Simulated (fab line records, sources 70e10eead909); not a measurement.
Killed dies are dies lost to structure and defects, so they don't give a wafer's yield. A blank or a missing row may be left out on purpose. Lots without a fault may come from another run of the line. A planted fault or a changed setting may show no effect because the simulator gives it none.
Chamber matching | flow nand_harc | NHARC_A_CONTACT_DESCUM_47 on rie_diel-03: 4 sister chambers
The step chemistry O2, time 3 s. 18 wafers are shown with their chamber, then 9 later ones without.

WAFERS WITH THEIR CHAMBER
wafer  | chamber | drypump_motor_current_A (A) | showerhead_plenum_p_Torr (Torr) | oes_product_au (a.u.)
L671.3 | 1       | 5.7                         | 1.94                            | 0.994
L671.4 | 3       | 5.7                         | 1.77                            | 0.992
L671.6 | 2       | 6.0                         | 1.93                            | 1.009
L676.3 | 0       | 6.0                         | 1.77                            | 1.022
L676.5 | 0       | 6.0                         | 1.77                            | 1.015
L676.6 | 1       | 5.7                         | 1.94                            | 0.998
L679.1 | 0       | 6.0                         | 1.76                            | 1.004
L679.5 | 3       | 5.7                         | 1.77                            | 0.987
L679.6 | 0       | 6.0                         | 1.76                            | 1.007
L682.1 | 1       | 5.8                         | 1.94                            | 0.982
L682.3 | 3       | 5.7                         | 1.77                            | 0.980
L682.4 | 0       | 6.0                         | 1.76                            | 0.991
L681.2 | 0       | 6.0                         | 1.76                            | 0.999
L681.4 | 1       | 5.7                         | 1.94                            | 0.983
L681.6 | 1       | 5.7                         | 1.94                            | 0.984
L685.4 | 2       | 6.0                         | 1.93                            | 1.007
L685.5 | 1       | 5.8                         | 1.93                            | 0.977
L685.6 | 0       | 6.0                         | 2.08                            | 0.989

SIGNATURES (means of the wafers above)
reading                  | chamber 0 | chamber 1 | chamber 2 | chamber 3 | scatter within a chamber
drypump_motor_current_A  | 6.000     | 5.733     | 6.000     | 5.700     | 0.0309
showerhead_plenum_p_Torr | 1.8086    | 1.9383    | 1.9300    | 1.7700    | 0.0785
oes_product_au           | 1.00386   | 0.98633   | 1.00800   | 0.98633   | 0.00951
Rule: a wafer's distance from a chamber is the root of the sum, over the readings, of the square of ((its reading less the chamber's mean) divided by the reading's scatter). The wafer belongs to the nearest chamber; if the next one is less than 2 further off, it can't be placed. The scatter: the root of (the sum of the squares of (reading less its chamber's mean) over the shown wafers, divided by (wafers less chambers)).

WAFERS WITHOUT THEIR CHAMBER
wafer  | drypump_motor_current_A (A) | showerhead_plenum_p_Torr (Torr) | oes_product_au (a.u.)
L687.1 | 6.0                         | 1.92                            | 1.005
L687.4 | 5.7                         | 1.93                            | 0.988
L687.5 | 6.0                         | 1.92                            | 1.018
L690.4 | 5.7                         | 1.76                            | 0.996
L690.5 | 5.7                         | 1.76                            | 0.994
L690.6 | 6.0                         | 1.92                            | 1.008
L691.2 | 6.0                         | 1.92                            | 1.013
L691.3 | 6.0                         | 2.07                            | 0.993
L691.6 | 6.0                         | 1.92                            | 1.006

WHICH CHAMBER EACH WENT THROUGH
wafer  | from the rows above     | in truth
L687.1 | can't be placed: 2 or 0 | 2
L687.4 | can't be placed: 1 or 3 | 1
L687.5 | can't be placed: 2 or 0 | 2
L690.4 | can't be placed: 3 or 1 | 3
L690.5 | can't be placed: 3 or 1 | 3
L690.6 | can't be placed: 2 or 0 | 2
L691.2 | can't be placed: 2 or 0 | 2
L691.3 | can't be placed: 2 or 0 | 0
L691.6 | can't be placed: 2 or 0 | 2
Placed correctly: 0 of 9. Can't be placed from these rows: 9 (the true chamber is among the candidates in 9). Placed wrongly: 0.
